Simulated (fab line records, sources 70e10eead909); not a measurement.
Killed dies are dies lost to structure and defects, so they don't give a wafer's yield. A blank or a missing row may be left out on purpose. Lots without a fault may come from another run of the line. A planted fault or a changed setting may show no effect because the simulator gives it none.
Which tool did it? | flow nand_harc | 12 lots, 36 wafers sampled, at 5 steps of a route of 1302

WHAT THE GAUGES READ, wafer by wafer
NHARC_A_CONTACT_OVL_MEAS_09.
lot  | measured     | on         | overlay_x_nm (nm) | overlay_y_nm (nm)
L619 | day 23 04:11 | overlay-01 | 0.2 -0.1 0.2      | -0.6 -0.9 -0.6
L620 | day 23 13:23 | overlay-02 | 0.3 0.3 0.6       | 0.6 0.6 0.8
L624 | day 24 17:46 | overlay-01 | -2.0 -1.5 -1.7    | -1.7 -1.3 -1.6
L626 | day 25 18:29 | overlay-02 | 0.2 0.3 0.2       | -0.6 -1.2 -0.8
L627 | day 26 17:03 | overlay-01 | 0.2 0.8 0.4       | -1.2 -0.2 -1.0
L633 | day 28 13:51 | overlay-02 | 1.0 0.6 0.5       | 0.1 0.6 0.2
L636 | day 29 09:41 | overlay-01 | -0.6 -0.8 -1.0    | 2.0 2.4 2.1
L637 | day 29 23:04 | overlay-01 | 2.5 2.1 2.7       | 0.3 -0.1 0.6
L639 | day 30 14:54 | overlay-02 | -0.1 0.1 -0.6     | 1.1 0.9 0.4
L640 | day 30 16:29 | overlay-01 | -0.2 -0.1 0.2     | -1.1 -0.8 -1.1
L638 | day 31 04:57 | overlay-02 | 0.2 0.5 0.3       | -1.2 -1.2 -1.1
L641 | day 31 17:22 | overlay-02 | 0.3 0.6 0.3       | -1.0 0.0 -0.8

NHARC_END_SORT_01.
lot  | measured     | on        | killed_at_array | killed_at_other | killed_at_periphery | killed_dies | killed_open | killed_short
L636 | day 31 09:56 | prober-01 | 669 669 673     | 5 4 0           | 3 4 4               | 677 677 677 | 3 2 4       | 4 4 2
L637 | day 32 03:02 | prober-01 | 675 673 674     | 0 0 0           | 2 4 3               | 677 677 677 | 4 2 5       | 2 4 3

WHICH TOOL RAN EACH LOT (tool, then ch and the chambers of the sampled wafers, then the start)
lot  | NHARC_A_CONTACT_ETCH_89            | NHARC_A_CONTACT_ETCH_136             | NHARC_A_CONTACT_ETCH_137
L619 | rie_diel-03 ch 0,2,3, day 23 04:32 | har_cap_etch-01 ch 0,1, day 23 05:53 | har_cap_etch-01 ch 0,1, day 23 06:10
L620 | rie_diel-12 ch 0,3, day 23 13:41   | har_cap_etch-02 ch 0,1, day 23 15:17 | har_cap_etch-02 ch 0,1, day 23 15:34
L624 | rie_diel-06 ch 1,2,3, day 24 18:02 | har_cap_etch-03 ch 0,1, day 24 19:28 | har_cap_etch-03 ch 0,1, day 24 19:44
L626 | rie_diel-12 ch 1,2,3, day 25 18:46 | har_cap_etch-02 ch 0,1, day 25 20:11 | har_cap_etch-02 ch 0,1, day 25 20:28
L627 | rie_diel-12 ch 1,2,3, day 26 17:21 | har_cap_etch-03 ch 0,1, day 26 18:45 | har_cap_etch-03 ch 0,1, day 26 19:01
L633 | rie_diel-03 ch 0,2, day 28 14:17   | har_cap_etch-03 ch 0,1, day 28 15:53 | har_cap_etch-03 ch 0,1, day 28 16:09
L636 | rie_diel-12 ch 0,1, day 29 09:57   | har_cap_etch-02 ch 0,1, day 29 11:23 | har_cap_etch-02 ch 0,1, day 29 11:39
L637 | rie_diel-03 ch 2,3, day 29 23:23   | har_cap_etch-03 ch 0,1, day 30 02:06 | har_cap_etch-03 ch 0,1, day 30 02:22
L639 | rie_diel-12 ch 0,2,3, day 30 15:10 | har_cap_etch-02 ch 0,1, day 30 16:36 | har_cap_etch-02 ch 0,1, day 30 16:52
L640 | rie_diel-06 ch 0,1,3, day 30 16:45 | har_cap_etch-01 ch 0,1, day 30 18:10 | har_cap_etch-01 ch 0,1, day 30 18:26
L638 | rie_diel-03 ch 0,1, day 31 05:13   | har_cap_etch-01 ch 0,1, day 31 06:42 | har_cap_etch-01 ch 0,1, day 31 06:58
L641 | rie_diel-12 ch 0,2, day 31 17:40   | har_cap_etch-02 ch 0,1, day 31 19:03 | har_cap_etch-02 ch 0,1, day 31 19:20
- NHARC_A_CONTACT_ETCH_89: etches the open film in N2/H2, target depth 260 nm, time 475.3 s.
- NHARC_A_CONTACT_ETCH_136: etches the open film in C4F8/O2/Ar, time 311 s, target depth 1912 nm.
- NHARC_A_CONTACT_ETCH_137: etches the open film in C4F8/O2/Ar, time 311 s, target depth 1912 nm.

WHAT THE TOOLS THEMSELVES READ (means of the sampled wafers that have a number; where no wafer has one, the mark that the record gives instead)
NHARC_A_CONTACT_ETCH_89.
lot  | tool        | bias_w (W) | chamber_pressure_mTorr (mTorr) | drypump_motor_current_A (A) | oes_product_au (a.u.) | rf_vpp_V (V) | showerhead_plenum_p_Torr (Torr) | throttle_valve_pct (%)
L619 | rie_diel-03 | 150.0      | 30.001                         | 6.0                         | 0.995                 | 430.5        | 1.99                            | 14.173
L620 | rie_diel-12 | 149.7      | 29.999                         | 5.2                         | 0.989                 | 429.1        | 2.00                            | 14.168
L624 | rie_diel-06 | 150.2      | 29.987                         | 5.3                         | 1.003                 | 432.3        | 2.11                            | 14.169
L626 | rie_diel-12 | 149.7      | 29.986                         | 5.9                         | 1.006                 | 428.8        | 2.01                            | 14.170
L627 | rie_diel-12 | 150.3      | 30.023                         | 5.9                         | 1.013                 | 430.0        | 2.01                            | 14.176
L633 | rie_diel-03 | 149.6      | 29.999                         | 6.1                         | 0.999                 | 428.9        | 1.97                            | 14.165
L636 | rie_diel-12 | -          | -                              | -                           | -                     | -            | -                               | -
L637 | rie_diel-03 | -          | -                              | -                           | -                     | -            | -                               | -
L639 | rie_diel-12 | 149.5      | 29.989                         | 5.5                         | 1.007                 | 429.2        | 1.98                            | 14.167
L640 | rie_diel-06 | 150.2      | 30.002                         | 5.3                         | 0.994                 | 431.6        | 2.09                            | 14.178
L638 | rie_diel-03 | 149.8      | 29.984                         | 5.9                         | 1.007                 | 429.1        | 1.96                            | 14.158
L641 | rie_diel-12 | 150.3      | 30.034                         | 5.2                         | 1.013                 | 428.0        | 1.92                            | 14.165

NHARC_A_CONTACT_ETCH_136.
lot  | tool            | chamber_pressure_mTorr (mTorr) | oes_air_line_au (a.u.)
L619 | har_cap_etch-01 | 20.012                         | 1.010
L620 | har_cap_etch-02 | 20.013                         | 0.992
L624 | har_cap_etch-03 | 20.002                         | 0.996
L626 | har_cap_etch-02 | 20.009                         | 0.988
L627 | har_cap_etch-03 | 19.990                         | 1.001
L633 | har_cap_etch-03 | 19.991                         | 0.972
L636 | har_cap_etch-02 | 20.004                         | 1.007
L637 | har_cap_etch-03 | 20.006                         | 1.017
L639 | har_cap_etch-02 | 19.997                         | 0.980
L640 | har_cap_etch-01 | 20.011                         | 1.007
L638 | har_cap_etch-01 | 19.996                         | 0.988
L641 | har_cap_etch-02 | 19.990                         | 0.958

NHARC_A_CONTACT_ETCH_137.
lot  | tool            | chamber_pressure_mTorr (mTorr) | oes_air_line_au (a.u.)
L619 | har_cap_etch-01 | 19.986                         | 0.988
L620 | har_cap_etch-02 | 19.996                         | 0.997
L624 | har_cap_etch-03 | 19.997                         | 1.005
L626 | har_cap_etch-02 | 20.004                         | 0.994
L627 | har_cap_etch-03 | 20.012                         | 0.986
L633 | har_cap_etch-03 | 20.004                         | 1.019
L636 | har_cap_etch-02 | 20.003                         | 1.010
L637 | har_cap_etch-03 | 20.005                         | 0.997
L639 | har_cap_etch-02 | 20.005                         | 1.000
L640 | har_cap_etch-01 | 19.995                         | 0.999
L638 | har_cap_etch-01 | 19.998                         | 0.994
L641 | har_cap_etch-02 | 20.028                         | 1.006

THE ANSWER, worked out from the rows above alone
Rule: what is usual is taken from the lots themselves. Put in order of their means at a reading, lots are off if they are a third of the lots or fewer, leave a main group of 4 or more, and stand apart from it by a gap of 3 or more times the standard deviation of the main group's means; of several such gaps the widest counts. A main group whose means are all the same, to the digits that the tables above print for the reading, isn't used. A lot without any number at a reading at which 4 lots or more have one is off too. The other lots that the step has rows for count as sound. The gauges are gone through in route order, then the tools' own readings, and for those a lot's mean is taken as printed above. The first step at which some lot is off is used, and at that step the reading that is off furthest; a lot without a number counts as furthest.
Off: L636, L637, at NHARC_A_CONTACT_ETCH_89 (bias_w). Without a number there: L636, L637. The main group: mean 149.9 W, standard deviation 0.29.
A tool fits if, at that step or a process step before it, it ran every lot that is off, and no sound lot after the first of them. None of those tried fits.

WHAT THE SIMULATOR HAD PUT IN
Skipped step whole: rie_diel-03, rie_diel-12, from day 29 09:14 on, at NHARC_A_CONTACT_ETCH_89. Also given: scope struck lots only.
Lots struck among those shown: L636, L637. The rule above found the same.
